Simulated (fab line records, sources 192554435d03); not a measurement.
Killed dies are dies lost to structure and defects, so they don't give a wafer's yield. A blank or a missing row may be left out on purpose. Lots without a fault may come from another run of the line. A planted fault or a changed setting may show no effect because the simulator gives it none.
Chamber matching | flow n5_finfet | N5_MOL_CONTACT_COAG_STRIP_96 on rie_diel-03: 4 sister chambers
The step strips in N2/H2. 4 wafers are shown with their chamber, then 10 later ones without.

WAFERS WITH THEIR CHAMBER
wafer  | chamber | drypump_motor_current_A (A)
L086.3 | 2       | 5.1
L086.4 | 0       | 5.7
L090.1 | 3       | 5.5
L090.3 | 1       | 5.9

WAFERS WITHOUT THEIR CHAMBER
wafer  | drypump_motor_current_A (A)
L090.6 | 5.9
L092.2 | 5.7
L092.4 | 5.9
L092.6 | 5.7
L095.2 | 5.9
L095.5 | 5.5
L095.6 | 5.1
L096.1 | 5.1
L096.4 | 5.4
L096.5 | 5.9

WHICH CHAMBER EACH WENT THROUGH
wafer  | from the rows above | in truth
L090.6 | 1                   | 1
L092.2 | 0                   | 0
L092.4 | 1                   | 1
L092.6 | 0                   | 0
L095.2 | 1                   | 1
L095.5 | 3                   | 3
L095.6 | 2                   | 2
L096.1 | 2                   | 2
L096.4 | 3                   | 3
L096.5 | 1                   | 1
Placed correctly: 10 of 10. Can't be placed from these rows: 0. Placed wrongly: 0.
How it was worked out, from the rows above alone: a wafer's distance from a chamber is the root of the sum, over the readings, of the square of ((its reading less the chamber's mean) divided by the reading's scatter). The wafer belongs to the nearest chamber; if the next one is less than 2 further off, it can't be placed. A chamber's mean is the mean of its shown wafers. The scatter: with one shown wafer a chamber, the root of the mean of the squares of how far each hidden wafer lies from its nearest shown one.
